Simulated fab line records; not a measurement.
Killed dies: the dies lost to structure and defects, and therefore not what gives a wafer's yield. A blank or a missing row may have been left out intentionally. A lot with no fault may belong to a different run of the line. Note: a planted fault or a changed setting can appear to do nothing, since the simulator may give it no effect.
Matching of chambers ; flow n5_finfet ; N5_FIN_CUT_ETCH_30 on rie_diel-02: 4 sister chambers
The step etches underlayer in N2/H2, target depth 13 nm, time 10.4 s. 4 wafers are shown with their chamber, then 7 later ones without.

WAFERS WITH THEIR CHAMBER
wafer;chamber;drypump_motor_current_A (A)
L078.4;3;5.7
L083.6;2;5.9
L084.2;1;5.1
L084.3;0;5.7

WAFERS WHOSE CHAMBER IS MISSING
wafer;drypump_motor_current_A (A)
L084.5;5.8
L092.1;5.9
L092.4;5.8
L092.6;5.7
L093.1;5.7
L093.2;5.9
L093.4;5.8

EACH ONE'S CHAMBER
wafer;from the rows above;in truth
L084.5;can't be placed: 0 or 3 or 2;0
L092.1;2;2
L092.4;can't be placed: 0 or 3 or 2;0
L092.6;can't be placed: 0 or 3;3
L093.1;can't be placed: 0 or 3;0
L093.2;2;2
L093.4;can't be placed: 0 or 3 or 2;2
Correct placement for 2 of the 7. From these rows, 5 cannot be placed; in 5 the true chamber is one of the candidates. Wrongly placed: 0.
How it was worked out, from the rows above alone: a wafer's distance from a chamber is the root of the sum, over the readings, of the square of ((its reading less the chamber's mean) divided by the reading's scatter). If the next closest chamber is less than 2 further off than the closest, the wafer can't be placed; otherwise it belongs to the closest. A chamber's mean is the mean of its shown wafers. The scatter (one wafer shown for each chamber): square how far every hidden wafer sits from the nearest shown wafer, average those squares and take the square root.
